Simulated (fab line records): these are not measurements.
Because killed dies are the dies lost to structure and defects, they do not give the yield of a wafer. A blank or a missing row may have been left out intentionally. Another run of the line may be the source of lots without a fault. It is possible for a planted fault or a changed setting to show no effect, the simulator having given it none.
Struck lot and sound lot, side by side ; flow nand_harc ; 14 steps out of a route of 1302
Sound: the wafers L952.1, L952.2, L952.3. Wafers struck: L945.4, L945.5, L945.6. The cause comes at the end.
Per side, at each step with rows, come the tool, then ch with its chambers, and then its first start. Under that, the readings that differ: sound wafers ; struck wafers ; difference of the means ; sigmas: that difference in standard deviations of wafers without a fault.
alike: same words and numbers on both sides, and readings whose means sit less than 2 such deviations apart. not compared: any withheld reading, any reading some wafer has no value for, any bound like >300 that may hide the same value, and any number with overlapping values for which the record gives no deviation.
The two part at a step that has a row with sigmas, a row that says differs or no value, or rows on one side only. Non-overlapping numbers with no deviation appear without sigmas and do not part them. Lack of a reading on every wafer of one side parts them only where that side has two or more wafers.

first, 1 step without rows for these wafers: NHARC_A_SGD_CUT_ETCH_26 (etches SiO2 in dHF, target depth 45.8 nm).
NHARC_A_SGD_CUT_ETCHBACK_24: etches the open film in CH3F/O2, target depth 50 nm, time 92.857 s.
  sound on rie_diel-07 ch 0,1,2, day 27 12:07; struck on rie_diel-01 ch 0,2,3, day 24 00:05
reading;sound;struck;difference;sigmas
rf_hours_counter_h (h);12 10 10;- - -;no value on the struck wafers;
  alike: drypump_motor_current_A, oes_product_au, rf_vpp_V, showerhead_plenum_p_Torr, throttle_valve_pct
NHARC_A_SGD_CUT_STRIP_28: strips in O2, time 20 s.
  sound on rie_diel-07 ch 0,2,3; struck on rie_diel-01 ch 0,2,3, day 24 00:13
reading;sound;struck;difference;sigmas
rf_hours_counter_h (h);11 12 12;- - -;no value on the struck wafers;
  alike: drypump_motor_current_A, oes_product_au, rf_vpp_V, showerhead_plenum_p_Torr, throttle_valve_pct
NHARC_A_SGD_CUT_INSPECT_25:
  struck on defect_inspect-01, day 24 00:19; sound on defect_inspect-01, day 27 12:29
  alike: raw_defect_count
NHARC_A_SLIT_DEP_25: deposits SiO2, target thk 200 nm.
  sound on pecvd-03 ch 0,1,2, day 27 12:33; struck on pecvd-04 ch 0,1,2, day 24 00:30
  alike: heater_power_outer_w, heater_power_w, throttle_valve_pct
NHARC_A_SLIT_DEP_00: deposits aC, target thk 6200 nm.
  sound on acl_dep-03 ch 0, day 27 12:53; struck on acl_dep-03 ch 0, day 24 05:10
  alike: throttle_valve_pct
NHARC_A_SLIT_DEP_23: deposits SiON, target thk 100 nm.
  sound on pecvd-02 ch 0,2, day 27 16:43; struck on pecvd-04 ch 0,1,2, day 24 07:10
reading;sound;struck;difference;sigmas
heater_power_w (W);544 669 666;875 917 699;+204;+2
  alike: heater_power_outer_w
then, 5 steps without rows for these wafers: NHARC_A_SLIT_DEHYDRATE_01 (time 120 s); NHARC_A_SLIT_HMDS_02 (time 30 s); NHARC_A_SLIT_COAT_03 (resist thk 90 nm); NHARC_A_SLIT_SOFTBAKE_04 (time 55 s); NHARC_A_SLIT_EBR_05.
NHARC_A_SLIT_EXPOSE_06: exposes mask SLIT.
  struck on arfi_scanner-03, day 24 07:40; sound on arfi_scanner-03 ch 0, day 27 17:20
  no value came back on the struck wafers for exposure_dose_mJ_cm2, focus_offset_nm (nm), na, stage_vel_mm_s (mm/s); on the sound wafers exposure_dose_mJ_cm2 reads 60.87 60.94 60.81
  alike: mask
then, 1 step without rows for these wafers: NHARC_A_SLIT_PEB_07 (peb time 65 s).

## WHERE THEY PART
Earliest at NHARC_A_SGD_CUT_ETCHBACK_24; latest, in this record, at NHARC_A_SLIT_EXPOSE_06.

WHY: what had been put in by the simulator
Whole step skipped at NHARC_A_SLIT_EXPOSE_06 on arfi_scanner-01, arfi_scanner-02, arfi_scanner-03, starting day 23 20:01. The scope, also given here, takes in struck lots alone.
